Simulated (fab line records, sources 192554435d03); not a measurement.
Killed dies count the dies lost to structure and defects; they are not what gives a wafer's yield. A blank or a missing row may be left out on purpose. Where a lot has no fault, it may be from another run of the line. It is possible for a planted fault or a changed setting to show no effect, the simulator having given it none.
8D (eight disciplines) problem report, filled in by code :: flow n5 finfet :: the parts of the form that need people (team, actions taken, sign-off) are left out
Where a reading is given only as a bound, like >300, the bound stands for it, and a mean or a difference that rests on one is marked > or <: the true number lies beyond.

## 1. THE PROBLEM
raw defect count at N5_HKMG_FIN_INSPECT_14 reads a mean of >300 on 2 wafers of 2 lots; wafers without a fault read 2.0 with a standard deviation of 1.4. That is +99 or more standard deviations from the usual mean.
The step: inspects for defects (macro).
First observed at day 9 00:39: wafer L445.3, on defect inspect-02. The record has a number at this step for 27 wafers belonging to 9 lots. The rule behind "out" and "out of limits": a value lying over 4 standard deviations away from the usual mean. The other wafers with a number count as sound.

## 2. WHAT IT IS, WHAT IT ISN'T
question: which readings at this step
is: raw defect count
is not: -

question: which lots
is: L445, L447
is not: L426, L430, L434, L440, L443, L446, L448

question: which wafers of those lots
is: L445.3, L447.2
is not: L445.2, L445.6, L447.5, L447.6

question: read on which gauges
is: defect inspect-02
is not: defect inspect-01

question: when
is: from day 9 00:39
is not: up to then (17 sound wafers); but 8 sound wafers of L446, L447, L448 came after

## 3. WHAT RULES OUT EACH SUSPECT
Counting: if a tool at a process step up to the reading ran every lot that is out, it stays a suspect. Sound lots after the first of them don't rule it out here, since some wafers of a struck lot are sound.
- the gauge at N5_HKMG_FIN_INSPECT_14 is ruled out. All the wafers that are out were read on defect inspect-02, but those of them that N5_PASSIVATION_PROBE_49 has rows for are out there too, on other tools.
- rie diel-03 at N5_HKMG_FIN_DESCUM_53 (chemistry O2, time 7.9 s): kept. Every lot that is out went through it, the first being L445 (day 8 21:19); the last sound lot it ran before that was L443 (day 8 11:00).
- rie diel-03 at N5_HKMG_FIN_STRIP_57 (strips in CF4): kept. Every lot that is out went through it, the first being L445 (day 8 21:36); the last sound lot it ran before that was L443 (day 8 11:17).
- At N5_HKMG_FIN_DESCUM_53, inside rie diel-03: chamber 3 took the wafers that are out, while their sound lot-mates went through chambers 0, 1.
- At N5_HKMG_FIN_STRIP_57, inside rie diel-03: chamber 3 took the wafers that are out, while their sound lot-mates went through chambers 0, 1.
Left after counting: rie diel-03 at N5_HKMG_FIN_DESCUM_53, rie diel-03 at N5_HKMG_FIN_STRIP_57.

## 4. THE CAUSE (what the simulator had put in)
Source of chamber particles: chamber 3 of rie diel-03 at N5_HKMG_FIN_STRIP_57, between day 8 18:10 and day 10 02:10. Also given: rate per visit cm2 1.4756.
Counting left 2 suspects, and this tool is among them.

## 5. SEQUENCE OF EFFECTS, ordered by route
Each row: a reading where the mean over the struck wafers with a number is more than 3 standard deviations away from the usual. Readings are gone through only where the record gives a usual standard deviation; hours: the median, over the lots, of the time from a lot's start at the first step in this table giving one to that lot's start at this step; sigmas: the change measured in usual standard deviations.
hours: 0
step: N5_HKMG_FIN_INSPECT_14
reading: raw defect count
usual: 2.0
on struck wafers: >300
change: >+298
sigmas: +99 or more

hours: 214
step: N5_PASSIVATION_PROBE_49
reading: defect limited yield
usual: 91.0 %
on struck wafers: 82.7
change: -8.3
sigmas: -5.6

hours: 214
step: N5_PASSIVATION_PROBE_49
reading: killed at front end
usual: 44
on struck wafers: 148
change: +104
sigmas: +8.0

hours: 214
step: N5_PASSIVATION_PROBE_49
reading: killed dies
usual: 106
on struck wafers: 205
change: +99
sigmas: +5.5

hours: 214
step: N5_PASSIVATION_PROBE_49
reading: killed on rim
usual: 14
on struck wafers: 32
change: +18
sigmas: +4.2

hours: 214
step: N5_PASSIVATION_PROBE_49
reading: sort_bin_5_function
usual: 5.3 %
on struck wafers: 10.3
change: +5.0
sigmas: +5.2

hours: 214
step: N5_PASSIVATION_PROBE_49
reading: sort n pass
usual: 1074
on struck wafers: 975
change: -99
sigmas: -5.5

hours: 214
step: N5_PASSIVATION_PROBE_49
reading: sort yield pct
usual: 91.0 %
on struck wafers: 82.7
change: -8.3
sigmas: -5.6
It contains these process steps:
- N5_PASSIVATION_PROBE_49
At these later measuring or inspecting steps, every struck wafer for which the step has a row has a number for every such reading, and none has moved that far: N5_BEOL_M4_RC_MEAS_101.

## 6. HOW IT WOULD HAVE BEEN CAUGHT EARLIER
Counted from the fault's start at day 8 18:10, it took 6 hours until the first out-of-limits reading at a measuring or inspecting step in this record, taken at day 9 00:39.
Tool readings at N5_HKMG_FIN_STRIP_57 with a usual standard deviation given in the record: none out on any struck wafer, hence no alarm at a limit of 4 standard deviations on them.
Lots out: 2; of these, L447 started N5_HKMG_FIN_STRIP_57 on rie diel-03 after day 9 00:39. Had the tool been put on hold then, it would have been spared.
